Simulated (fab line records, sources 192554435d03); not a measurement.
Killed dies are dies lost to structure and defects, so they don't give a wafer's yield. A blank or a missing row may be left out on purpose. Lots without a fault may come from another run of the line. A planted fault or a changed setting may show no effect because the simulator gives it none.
fab line records | flow n5_finfet
record lots=7 wafers=39
route steps=1938 shown DUMMY_GATE@228 SD_EPI_P@321 HKMG_FIN@412 GATE_CUT@500 MOL_CONTACT_COAG@586 PASSIVATION@1936
start_h: hours from the record's first day to the start of the lot's first wafer shown | wait_h: hours since the lot's step before | " the same as in the row above | L1.1+2: a row that stands for several wafers | - no value, or no start given | * or withheld: withheld | < > ~ a bound
route shown NAME@n: a module of which the file shows steps, and the number in the route of the first | usual: mean/standard deviation of fault-free wafers | same: alike in all rows | chamber/n: place in a boat | sites: the reading at each site | _std_site: their standard deviation | _edge_site: outer sites' mean less inner sites' | radius_mm: how far each site lies from the wafer's centre | mask NAME#n: copy n | behind: the tool/chamber that last shaped the wafer | hold: why the lot was held/for how many hours/how that ended | device: the transistor (n, p or np) that didn't switch | end of line: the same wafers' tests at the end of the route | a step without rows: its recipe alone | killed: dies lost to structure and defects at the first sort, not the wafer's yield | map: a wafer's dies, x killed, . not, _ none there
set.NAME: the setting as run; set.NAME@STEP: as run at that earlier step | model.NAME: the simulator's own value behind a step, which no gauge read
lots whose settings were changed on purpose; a table a step, a row a wafer
## steps
# step N5_DUMMY_GATE_EXPOSE_12
# recipe mask_id=GATE na=0.33 source_shape=annular sigma_inner=0.2 sigma_outer=0.6 polarization=unpolarized target_cd_nm=25 dose_mj=34
# step N5_DUMMY_GATE_ETCH_42
# recipe chemistry=CHF3/O2 target=SiO2 target_depth_a=35 time_s=31 ion_energy_ev=30 bias_w=12 pressure_mtorr=30 source_w=600 Ar_flow_sccm=200 CHF3_flow_sccm=50 O2_flow_sccm=5
# step N5_SD_EPI_P_EPI_21
# recipe material=SiGe:B dopant=B temp_c=550 pressure_torr=20 ambient=H2 time_s=355
# step N5_HKMG_FIN_ALD_79
# recipe material=TiN target_thk_a=15 temp_c=400 ald_precursor_family=TiCl4 ald_co_reactant=NH3 pulse_time_s=1 purge_time_s=3 co_reactant_purge_time_s=2 co_reactant_pulse_time_s=2 ald_cycles=68 pressure_torr=3
# step N5_HKMG_FIN_ETCH_32
# recipe chemistry=N2/H2 target=SOC target_depth_a=2400 temp_c=40 time_s=300 ion_energy_ev=200 mask_material=SiARC pressure_mtorr=30 source_w=840 bias_w=150 n2_flow_sccm=200 h2_flow_sccm=200
# step N5_HKMG_FIN_ETCH_86
# recipe chemistry=N2/H2 target=SOC target_depth_a=3932 stop_on=TiN ion_energy_ev=100 bias_w=61 pressure_mtorr=30 source_w=850 n2_flow_sccm=200 h2_flow_sccm=200
# step N5_HKMG_FIN_ALD_72
# recipe material=W target_thk_a=20 temp_c=300 pressure_torr=7.5 ald_precursor_family=WF6 ald_co_reactant=B2H6 pulse_time_s=1 purge_time_s=2 co_reactant_purge_time_s=2 co_reactant_pulse_time_s=3 ald_cycles=7
# step N5_GATE_CUT_CUT_ETCH_53
# recipe chemistry=SF6/Cl2 target=W mask_material=SiO2 target_depth_a=792 pressure_mtorr=8 icp_w=900 bias_w=80 SF6_flow_sccm=40 Cl2_flow_sccm=60 ends=cleared
# step N5_MOL_CONTACT_COAG_VIA_ETCH_46
# recipe chemistry=C4F6/O2 target_depth_a=460 overetch_a=92 mask_material=SOC target=SiO2 bias_w=455 pressure_mtorr=10 time_s=40 source_w=325 Ar_flow_sccm=300 C4F6_flow_sccm=10 O2_flow_sccm=10 ion_energy_ev=575.3 ends=end_point
# step N5_PASSIVATION_PROBE_49
# usual defect_limited_yield=91.2/1.4 killed_at_front_end=42/12 killed_dies=104/17 sort_n_pass=1074/24
# columns lot.wafer tool chamber start_h wait_h set.dose_mj@DUMMY_GATE_EXPOSE_12 set.bias_w@DUMMY_GATE_ETCH_42 set.temp_c@SD_EPI_P_EPI_21 set.co_reactant_pulse_time_s@HKMG_FIN_ALD_79 set.bias_w@HKMG_FIN_ETCH_32 set.target_depth_a@HKMG_FIN_ETCH_86 set.ald_cycles@HKMG_FIN_ALD_72 set.icp_w@GATE_CUT_CUT_ETCH_53 set.target_depth_a@MOL_CONTACT_COAG_VIA_ETCH_46 defect_limited_yield[%] killed_at_front_end killed_dies sort_n_pass
L074.2 prober-02 - 253.68 0.1 34 12 550 2 150 3932 7 900 460 92.0 38 94 1086
L074.4 prober-02 - 253.78 0.2 34 12 550 2 150 3932 7 900 460 91.1 32 105 1075
L074.5 prober-02 - 253.83 0.2 34 12 550 2 150 3932 7 900 460 91.8 33 97 1082
L078.1 prober-01 - 275.80 0.0 34 12 550 1.651 122.7 4343 7 1034 460 1.2 1105 1166 14
L078.2 prober-01 - 275.85 0.1 34 12 552.9 2 150 3932 7 900 460 92.2 38 92 1088
L078.3 prober-01 - 275.90 0.1 34 12 552.9 1.651 150 3932 8 900 460 92.3 28 91 1089
L078.4 prober-01 - 275.95 0.2 34 12 550 2 122.7 3932 7 1034 460 93.6 40 76 1104
L078.5 prober-01 - 276.00 0.2 34 12 550 2 150 4343 8 1034 460 0.2 1112 1178 2
L078.6 prober-01 - 276.05 0.3 34 12 552.9 1.651 122.7 4343 8 900 460 0.1 1123 1179 1
L079.1 prober-01 - 279.31 0.0 34 12 550 2 126.3 3932 7 900 460 91.4 43 102 1078
L079.2 prober-01 - 279.36 0.1 36.17 11.17 550 2 150 4360 7 839.8 460 0.1 1139 1179 1
L079.3 prober-01 - 279.41 0.1 36.17 11.17 550 2.388 150 3932 8 839.8 460 89.5 63 124 1056
L079.4 prober-01 - 279.46 0.2 34 11.17 550 2 126.3 4360 8 900 439.1 1.4 1117 1164 16
L079.5 prober-01 - 279.51 0.2 36.17 12 550 2.388 126.3 4360 8 839.8 439.1 0.2 1133 1178 2
L079.6 prober-01 - 279.56 0.3 34 12 550 2.388 150 3932 7 900 439.1 91.4 40 102 1078
L083.1 prober-02 - 366.41 0.0 34 12 550 1.841 150 3932 7 900 460 91.4 40 102 1072
L083.2 prober-02 - 366.46 0.1 34.91 10.21 550 2 150 3598 6 900 460 88.1 61 140 1027
L083.3 prober-02 - 366.51 0.1 34 10.21 546.7 2 129.4 3932 6 900 460 90.5 61 112 1068
L083.4 prober-02 - 366.56 0.2 34.91 12 546.7 2 129.4 3598 7 946.8 460 89.4 40 125 1055
L083.5 prober-02 - 366.61 0.2 34.91 10.21 550 1.841 129.4 3932 6 946.8 460 92.7 38 86 1094
L083.6 prober-02 - 366.66 0.3 34 12 546.7 1.841 150 3598 7 946.8 460 92.8 32 85 1094
L089.1 prober-02 - 388.04 0.0 32.37 10.04 552.9 2 160.7 3932 7 900 460 92.5 44 88 1092
L089.2 prober-02 - 388.09 0.1 34 12 552.9 2 150 3932 7 900 512.7 92.4 33 90 1090
L089.3 prober-02 - 388.14 0.1 32.37 12 550 2 150 3932 7 835.4 460 90.3 45 114 1066
L089.4 prober-02 - 388.19 0.2 34 10.04 550 2 160.7 3932 7 900 512.7 91.2 40 104 1076
L089.5 prober-02 - 388.24 0.2 32.37 12 552.9 2 160.7 3932 7 835.4 460 92.9 26 84 1096
L089.6 prober-02 - 388.29 0.3 34 10.04 550 2 150 3932 7 835.4 512.7 93.2 16 80 1100
L094.1 prober-02 - 406.89 0.0 35.83 12 550 1.663 150 4211 7 900 460 3.9 1074 1134 46
L094.2 prober-02 - 406.94 0.1 35.83 12 546 2 158.3 3932 7 900 460 92.0 39 94 1082
L094.3 prober-02 - 406.99 0.1 34 12 546 1.663 158.3 4211 7 900 460 3.6 1071 1138 42
L094.4 prober-02 - 407.04 0.2 34 12 550 2 158.3 3932 7 900 460 92.9 42 84 1096
L094.5 prober-02 - 407.09 0.2 35.83 12 546 2 150 4211 7 900 460 2.5 1098 1150 30
L094.6 prober-02 - 407.14 0.3 34 12 550 1.663 150 3932 7 900 460 92.5 31 89 1091
L096.1 prober-01 - 419.00 0.0 34 10.23 550 1.637 150 4347 7 769.8 460 2.8 1083 1147 33
L096.2 prober-01 - 419.05 0.1 34 12 550 1.637 134.8 3932 7 900 414.8 89.5 53 124 1056
L096.3 prober-01 - 419.10 0.1 34 12 550 2 150 4347 7 900 414.8 0.3 1108 1177 3
L096.4 prober-01 - 419.15 0.2 34 12 550 1.637 134.8 3932 7 769.8 460 89.7 68 121 1059
L096.5 prober-01 - 419.20 0.2 34 10.23 550 2 134.8 4347 7 769.8 414.8 0.8 1114 1170 10
L096.6 prober-01 - 419.25 0.3 34 10.23 550 2 150 3932 7 900 460 90.8 39 109 1071
# killed by level:class
L074.2 FIN_SAQP:geometric_particle:open=10 BEOL_M2:geometric_particle:open=10 MOL_CONTACT_COAG:geometric_particle:open=9 FIN_SAQP:geometric_particle:short=6 DUMMY_GATE:geometric_particle:open=6 BEOL_M1:geometric_particle:open=5 HKMG_FIN:area_etch=5 STI_FIN_REVEAL:geometric_particle:open=4
L074.4 BEOL_M2:geometric_particle:open=22 BEOL_M1:geometric_particle:open=10 FIN_SAQP:geometric_particle:short=7 MOL_CONTACT_COAG:geometric_particle:open=6 BEOL_M2:geometric_particle:short=5 STI_FIN_REVEAL:geometric_particle:open=4 GATE_CUT:geometric_particle:short=4 BEOL_M0_SAQP:geometric_particle:open=4
L074.5 BEOL_M2:geometric_particle:open=21 BEOL_M4:geometric_particle:open=8 STI_FIN_REVEAL:geometric_particle:open=7 FIN_SAQP:geometric_particle:short=5 BEOL_M1:geometric_particle:open=5 HKMG_FIN:area_etch=5 DUMMY_GATE:geometric_particle:open=4 MOL_CONTACT_COAG:geometric_particle:open=4
L078.1 HKMG_FIN:area_etch=1077 BEOL_M0_SAQP:geometric_particle:open=9 BEOL_M0_SAQP:geometric_particle:short=9 BEOL_M2:geometric_particle:open=9 BEOL_M3:geometric_particle:open=8 STI_FIN_REVEAL:geometric_particle:open=7 FIN_SAQP:geometric_particle:open=5 MOL_CONTACT_COAG:geometric_particle:open=4
L078.2 STI_FIN_REVEAL:geometric_particle:open=13 BEOL_M3:geometric_particle:open=7 MOL_CONTACT_COAG:geometric_particle:open=6 BEOL_M0_SAQP:geometric_particle:short=6 DUMMY_GATE:geometric_particle:open=5 FIN_SAQP:geometric_particle:open=4 BEOL_M7:geometric_particle:open=4 STI_FIN_REVEAL:geometric_particle:short=4
L078.3 BEOL_M0_SAQP:geometric_particle:short=13 BEOL_M0_SAQP:geometric_particle:open=9 STI_FIN_REVEAL:geometric_particle:open=8 FIN_SAQP:geometric_particle:short=7 MOL_CONTACT_COAG:geometric_particle:open=7 FIN_SAQP:geometric_particle:open=5 BEOL_M3:geometric_particle:open=5 BEOL_M0:geometric_particle:open=3
L078.4 STI_FIN_REVEAL:geometric_particle:open=8 FIN_SAQP:geometric_particle:open=5 BEOL_M3:geometric_particle:short=5 STARTING-WAFER:geometric_particle:open=5 BEOL_M0:geometric_particle:open=4 MOL_CONTACT_COAG:geometric_particle:open=4 BEOL_M2:geometric_particle:short=4 BEOL_M3:geometric_particle:open=4
L078.5 HKMG_FIN:area_etch=1073 BEOL_M3:geometric_particle:open=14 MOL_CONTACT_COAG:geometric_particle:open=11 BEOL_M2:geometric_particle:open=11 FIN_SAQP:geometric_particle:open=7 FIN_SAQP:geometric_particle:short=6 STI_FIN_REVEAL:geometric_particle:short=5 STI_FIN_REVEAL:geometric_particle:open=4
L078.6 HKMG_FIN:area_etch=1062 STI_FIN_REVEAL:geometric_particle:open=20 BEOL_M3:geometric_particle:open=12 FIN_SAQP:geometric_particle:short=8 DUMMY_GATE:geometric_particle:open=6 MOL_CONTACT_COAG:geometric_particle:open=6 BEOL_M2:geometric_particle:open=6 FIN_SAQP:geometric_particle:open=5
L079.1 MOL_CONTACT_COAG:geometric_particle:open=17 DUMMY_GATE:geometric_particle:open=9 BEOL_M4:geometric_particle:open=6 ILD0:geometric_particle:open=6 BEOL_M2:geometric_particle:open=6 GATE_CUT:geometric_particle:short=5 BEOL_M1:geometric_particle:open=5 FIN_SAQP:geometric_particle:open=4
L079.2 HKMG_FIN:area_etch=1101 MOL_CONTACT_COAG:geometric_particle:open=10 ILD0:geometric_particle:open=9 BEOL_M3:geometric_particle:open=6 FIN_SAQP:geometric_particle:short=5 STI_FIN_REVEAL:geometric_particle:open=5 ILD0:geometric_particle:short=5 BEOL_M2:geometric_particle:open=4
L079.3 STI_FIN_REVEAL:geometric_particle:open=18 MOL_CONTACT_COAG:geometric_particle:open=16 ILD0:geometric_particle:short=8 BEOL_M2:geometric_particle:open=8 BEOL_M3:geometric_particle:open=8 BEOL_M4:geometric_particle:open=8 GATE_CUT:geometric_particle:short=6 GATE_CUT:geometric_particle:open=6
L079.4 HKMG_FIN:area_etch=1089 DUMMY_GATE:geometric_particle:open=9 MOL_CONTACT_COAG:geometric_particle:open=6 BEOL_M3:geometric_particle:open=6 GATE_CUT:geometric_particle:short=5 BEOL_M0_SAQP:geometric_particle:short=5 BEOL_M4:geometric_particle:open=5 ILD0:geometric_particle:short=4
L079.5 HKMG_FIN:area_etch=1088 STI_FIN_REVEAL:geometric_particle:open=14 MOL_CONTACT_COAG:geometric_particle:open=11 FIN_SAQP:geometric_particle:short=8 BEOL_M4:geometric_particle:open=6 BEOL_M5:geometric_particle:open=6 GATE_CUT:geometric_particle:open=5 BEOL_M2:geometric_particle:open=4
L079.6 MOL_CONTACT_COAG:geometric_particle:open=15 STI_FIN_REVEAL:geometric_particle:open=11 BEOL_M2:geometric_particle:open=9 FIN_SAQP:geometric_particle:short=7 BEOL_M4:geometric_particle:open=7 MOL_CONTACT_COAG:geometric_particle:short=6 FIN_SAQP:geometric_particle:open=5 BEOL_M1:geometric_particle:open=5
L083.1 BEOL_M2:geometric_particle:open=10 FIN_SAQP:geometric_particle:short=8 BEOL_M3:geometric_particle:open=8 MOL_CONTACT_COAG:geometric_particle:open=6 FIN_SAQP:geometric_particle:open=5 STI_FIN_REVEAL:geometric_particle:open=5 BEOL_M0_SAQP:geometric_particle:short=5 BEOL_M2:geometric_particle:short=5
L083.2 STI_FIN_REVEAL:geometric_particle:open=19 MOL_CONTACT_COAG:geometric_particle:open=19 FIN_SAQP:geometric_particle:short=13 BEOL_M0_SAQP:geometric_particle:short=11 BEOL_M0_SAQP:geometric_particle:open=8 DUMMY_GATE:geometric_particle:open=7 BEOL_M3:geometric_particle:open=7 BEOL_M2:geometric_particle:open=6
L083.3 STI_FIN_REVEAL:geometric_particle:open=12 FIN_SAQP:geometric_particle:short=10 BEOL_M3:geometric_particle:open=9 GATE_CUT:geometric_particle:short=8 MOL_CONTACT_COAG:geometric_particle:open=8 BEOL_M0_SAQP:geometric_particle:open=8 FIN_SAQP:geometric_particle:open=7 GATE_CUT:geometric_particle:open=7
L083.4 BEOL_M0_SAQP:geometric_particle:short=18 BEOL_M0_SAQP:geometric_particle:open=18 STI_FIN_REVEAL:geometric_particle:open=14 MOL_CONTACT_COAG:geometric_particle:open=13 BEOL_M2:geometric_particle:open=10 FIN_SAQP:geometric_particle:open=6 BEOL_M1:geometric_particle:open=5 FIN_SAQP:geometric_particle:short=4
L083.5 STI_FIN_REVEAL:geometric_particle:open=13 BEOL_M0_SAQP:geometric_particle:open=6 GATE_CUT:geometric_particle:open=5 BEOL_M0_SAQP:geometric_particle:short=5 BEOL_M1:geometric_particle:open=5 FIN_SAQP:geometric_particle:short=4 MOL_CONTACT_COAG:geometric_particle:open=4 BEOL_M2:geometric_particle:open=4
L083.6 MOL_CONTACT_COAG:geometric_particle:open=9 BEOL_M3:geometric_particle:open=8 BEOL_M4:geometric_particle:open=8 FIN_SAQP:geometric_particle:short=6 FIN_SAQP:geometric_particle:open=5 BEOL_M3:geometric_particle:short=5 STI_FIN_REVEAL:geometric_particle:open=4 BEOL_M0_SAQP:geometric_particle:open=4
L089.1 BEOL_M4:geometric_particle:open=9 HKMG_FIN:area_etch=7 STI_FIN_REVEAL:geometric_particle:open=6 BEOL_M0_SAQP:geometric_particle:short=6 BEOL_M3:geometric_particle:open=6 STARTING-WAFER:geometric_particle:open=5 DUMMY_GATE:geometric_particle:open=5 MOL_CONTACT_COAG:geometric_particle:open=5
L089.2 BEOL_M2:geometric_particle:open=11 BEOL_M1:geometric_particle:open=7 GATE_CUT:geometric_particle:short=6 BEOL_M0_SAQP:geometric_particle:short=6 BEOL_M4:geometric_particle:open=5 STARTING-WAFER:geometric_particle:open=5 FIN_SAQP:geometric_particle:open=4 BEOL_M0_SAQP:geometric_particle:open=4
L089.3 STI_FIN_REVEAL:geometric_particle:open=17 BEOL_M2:geometric_particle:open=13 MOL_CONTACT_COAG:geometric_particle:open=10 BEOL_M4:geometric_particle:open=8 BEOL_M3:geometric_particle:open=6 FIN_SAQP:geometric_particle:open=5 DUMMY_GATE:geometric_particle:open=5 DUMMY_GATE:geometric_particle:short=4
L089.4 FIN_SAQP:geometric_particle:open=11 PASS1_CAP:geometric_particle:open=9 GATE_CUT:geometric_particle:short=8 MOL_CONTACT_COAG:geometric_particle:open=6 FIN_SAQP:geometric_particle:short=5 STI_FIN_REVEAL:geometric_particle:open=5 BEOL_M4:geometric_particle:open=4 BEOL_M1:geometric_particle:open=4
L089.5 BEOL_M2:geometric_particle:open=8 FIN_SAQP:geometric_particle:short=7 BEOL_M0_SAQP:geometric_particle:short=7 BEOL_M4:geometric_particle:open=7 STI_FIN_REVEAL:geometric_particle:open=6 BEOL_M0_SAQP:geometric_particle:open=5 FIN_SAQP:geometric_particle:open=4 MOL_CONTACT_COAG:geometric_particle:short=4
L089.6 BEOL_M2:geometric_particle:open=8 BEOL_M0_SAQP:geometric_particle:open=8 MOL_CONTACT_COAG:geometric_particle:open=7 BEOL_M4:geometric_particle:open=7 BEOL_M0_SAQP:geometric_particle:short=6 FIN_SAQP:geometric_particle:open=5 MOL_CONTACT_COAG:geometric_particle:short=3 STARTING-WAFER:geometric_particle:short=3
L094.1 HKMG_FIN:area_etch=1046 BEOL_M3:geometric_particle:open=12 MOL_CONTACT_COAG:geometric_particle:open=9 DUMMY_GATE:geometric_particle:open=7 FIN_SAQP:geometric_particle:short=6 BEOL_M2:geometric_particle:open=6 BEOL_M4:geometric_particle:open=5 MIM_TOP_ETCH:geometric_particle:short=5
L094.2 DUMMY_GATE:geometric_particle:open=11 MOL_CONTACT_COAG:geometric_particle:open=11 BEOL_M3:geometric_particle:open=9 BEOL_M4:geometric_particle:open=9 STI_FIN_REVEAL:geometric_particle:open=7 FIN_SAQP:geometric_particle:open=4 DUMMY_GATE:geometric_particle:short=4 MOL_CONTACT_COAG:geometric_particle:short=4
L094.3 HKMG_FIN:area_etch=1033 STI_FIN_REVEAL:geometric_particle:open=16 MOL_CONTACT_COAG:geometric_particle:open=16 DUMMY_GATE:geometric_particle:open=9 BEOL_M4:geometric_particle:open=8 BEOL_M0_SAQP:geometric_particle:open=7 BEOL_M2:geometric_particle:open=7 BEOL_M3:geometric_particle:open=7
L094.4 MOL_CONTACT_COAG:geometric_particle:open=15 DUMMY_GATE:geometric_particle:open=12 HKMG_FIN:area_etch=10 STI_FIN_REVEAL:geometric_particle:open=6 BEOL_M3:geometric_particle:open=5 FIN_SAQP:geometric_particle:short=4 FIN_SAQP:geometric_particle:open=3 BEOL_M2:geometric_particle:open=3
L094.5 HKMG_FIN:area_etch=1070 BEOL_M1:geometric_particle:open=10 BEOL_M0_SAQP:geometric_particle:open=9 BEOL_M2:geometric_particle:open=6 DUMMY_GATE:geometric_particle:open=5 STARTING-WAFER:geometric_particle:open=5 FIN_SAQP:geometric_particle:short=4 STI_FIN_REVEAL:geometric_particle:open=4
L094.6 BEOL_M2:geometric_particle:open=9 BEOL_M3:geometric_particle:open=8 MOL_CONTACT_COAG:geometric_particle:open=7 BEOL_M1:geometric_particle:open=7 DUMMY_GATE:geometric_particle:open=5 BEOL_M4:geometric_particle:open=5 STI_FIN_REVEAL:geometric_particle:open=4 GATE_CUT:geometric_particle:open=4
L096.1 HKMG_FIN:area_etch=1049 MOL_CONTACT_COAG:geometric_particle:open=14 FIN_SAQP:geometric_particle:short=9 STI_FIN_REVEAL:geometric_particle:open=8 BEOL_M4:geometric_particle:open=7 DUMMY_GATE:geometric_particle:open=5 BEOL_M0_SAQP:geometric_particle:open=5 BEOL_M0_SAQP:geometric_particle:short=4
L096.2 STI_FIN_REVEAL:geometric_particle:open=16 BEOL_M4:geometric_particle:open=13 FIN_SAQP:geometric_particle:open=11 BEOL_M3:geometric_particle:open=9 BEOL_M0_SAQP:geometric_particle:open=8 MOL_CONTACT_COAG:geometric_particle:open=6 FIN_SAQP:geometric_particle:short=5 DUMMY_GATE:geometric_particle:open=4
L096.3 HKMG_FIN:area_etch=1068 MOL_CONTACT_COAG:geometric_particle:open=12 STI_FIN_REVEAL:geometric_particle:open=11 BEOL_M2:geometric_particle:open=10 BEOL_M0_SAQP:geometric_particle:short=10 BEOL_M0_SAQP:geometric_particle:open=9 FIN_SAQP:geometric_particle:short=6 FIN_SAQP:geometric_particle:open=5
L096.4 STI_FIN_REVEAL:geometric_particle:open=27 FIN_SAQP:geometric_particle:open=12 MOL_CONTACT_COAG:geometric_particle:open=12 FIN_SAQP:geometric_particle:short=7 BEOL_M0_SAQP:geometric_particle:open=6 STI_FIN_REVEAL:geometric_particle:short=5 MIM_TOP:geometric_particle:open=5 BEOL_M0_SAQP:geometric_particle:short=5
L096.5 HKMG_FIN:area_etch=1046 STI_FIN_REVEAL:geometric_particle:open=19 FIN_SAQP:geometric_particle:open=16 BEOL_M4:geometric_particle:open=10 MOL_CONTACT_COAG:geometric_particle:open=9 GATE_CUT:geometric_particle:short=8 BEOL_M0_SAQP:geometric_particle:short=8 FIN_SAQP:geometric_particle:short=7
L096.6 MOL_CONTACT_COAG:geometric_particle:open=19 BEOL_M0_SAQP:geometric_particle:short=19 BEOL_M0_SAQP:geometric_particle:open=12 STI_FIN_REVEAL:geometric_particle:open=8 FIN_SAQP:geometric_particle:open=6 BEOL_M3:geometric_particle:open=5 STARTING-WAFER:geometric_particle:short=5 FIN_SAQP:geometric_particle:short=4
## key
split step=N5_DUMMY_GATE_EXPOSE_12 setting=dose_mj stated_as=34
response none clear
split step=N5_DUMMY_GATE_ETCH_42 setting=bias_w stated_as=12
response none clear
split step=N5_SD_EPI_P_EPI_21 setting=temp_c stated_as=550
response none clear
split step=N5_HKMG_FIN_ALD_79 setting=co_reactant_pulse_time_s stated_as=2
response none clear
split step=N5_HKMG_FIN_ETCH_32 setting=bias_w stated_as=150
response none clear
split step=N5_HKMG_FIN_ETCH_86 setting=target_depth_a stated_as=3932
response step=N5_PASSIVATION_PROBE_49 reading=killed_at_front_end slope=+85 per=1% together_with=all explained=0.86
response step=N5_PASSIVATION_PROBE_49 reading=defect_limited_yield slope=-7.17 per=1% together_with=all explained=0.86
response step=N5_PASSIVATION_PROBE_49 reading=killed_dies slope=+84.6 per=1% together_with=all explained=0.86
response step=N5_PASSIVATION_PROBE_49 reading=sort_n_pass slope=-84.5 per=1% together_with=all explained=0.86
split step=N5_HKMG_FIN_ALD_72 setting=ald_cycles stated_as=7
response none clear
split step=N5_GATE_CUT_CUT_ETCH_53 setting=icp_w stated_as=900
response none clear
split step=N5_MOL_CONTACT_COAG_VIA_ETCH_46 setting=target_depth_a stated_as=460
response none clear
